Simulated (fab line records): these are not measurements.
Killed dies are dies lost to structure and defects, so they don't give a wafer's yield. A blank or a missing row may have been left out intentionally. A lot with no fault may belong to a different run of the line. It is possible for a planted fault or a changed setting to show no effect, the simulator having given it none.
Which tool did it? + flow n5 finfet + at 1 step of a route of 1938, 21 lots with 63 wafers sampled

WHAT THE GAUGES READ, wafer by wafer
N5_MOL_CONTACT_COAG_OVL_MEAS_41. Usual: for VD_OVL the level is 0.0 nm and the standard deviation is 0.71.
| lot  | measured     | on         | VD_OVL (nm)    | flag |
|------|--------------|------------|----------------|------|
| L074 | day 5 05:15  | overlay-02 | -1.4 -0.8 -1.0 |      |
| L076 | day 5 13:56  | overlay-02 | 0.1 1.2 0.6    |      |
| L075 | day 5 16:26  | overlay-02 | -0.8 -0.7 -0.6 |      |
| L077 | day 6 02:10  | overlay-02 | 0.3 0.6 -0.6   |      |
| L078 | day 6 17:59  | overlay-01 | 0.0 -0.1 0.7   |      |
| L079 | day 6 20:04  | overlay-02 | -0.6 0.4 -0.6  |      |
| L080 | day 6 23:26  | overlay-02 | -0.3 0.2 0.0   |      |
| L082 | day 7 01:38  | overlay-02 | 0.5 -0.6 0.4   |      |
| L083 | day 7 09:00  | overlay-01 | 0.0 -1.2 -1.4  |      |
| L084 | day 7 17:07  | overlay-02 | -0.6 0.4 0.3   |      |
| L085 | day 7 19:26  | overlay-02 | 0.2 -1.1 -0.6  |      |
| L087 | day 8 14:26  | overlay-02 | 0.8 0.5 0.3    |      |
| L088 | day 8 19:02  | overlay-01 | 0.6 0.5 -0.4   |      |
| L090 | day 9 04:45  | overlay-02 | -0.3 -0.1 0.4  |      |
| L091 | day 9 08:25  | overlay-02 | -0.5 -0.1 -0.1 |      |
| L092 | day 9 13:46  | overlay-01 | -0.1 -0.5 -0.2 |      |
| L093 | day 10 00:35 | overlay-01 | 0.9 -0.2 0.6   |      |
| L094 | day 10 05:24 | overlay-02 | -0.4 -0.1 -0.3 |      |
| L095 | day 10 11:05 | overlay-01 | 0.6 -0.3 -0.6  |      |
| L096 | day 10 21:45 | overlay-02 | 0.9 1.2 0.4    |      |
| L097 | day 11 00:11 | overlay-01 | 1.3 0.6 1.0    |      |

WHICH TOOL RAN EACH LOT (tool, then ch and the chambers of the sampled wafers, then the start)
The record holds no process step before these readings.

AS READ BY THE TOOLS THEMSELVES (means over the sampled wafers that have a number; for cases with no such wafer, the mark the record gives instead)
The record holds no such reading with a usual standard deviation.

THE ANSWER, worked out from the rows above alone
Rule: a lot counts as off when the mean over its wafers that have a number is more than 3 standard deviations away from the usual mean. Also off: a lot with no number at a reading for which 4 or more lots have one. All remaining lots with rows at the step are treated as sound. First the gauges in route order, then the tools' own readings, where a lot's mean is used as printed above. The first step at which some lot is off is used, and at that step the reading that is off furthest; a lot without a number counts as furthest.
Nothing can be told from this: no lot is off at any reading shown.

WHAT THE SIMULATOR HAD PUT IN
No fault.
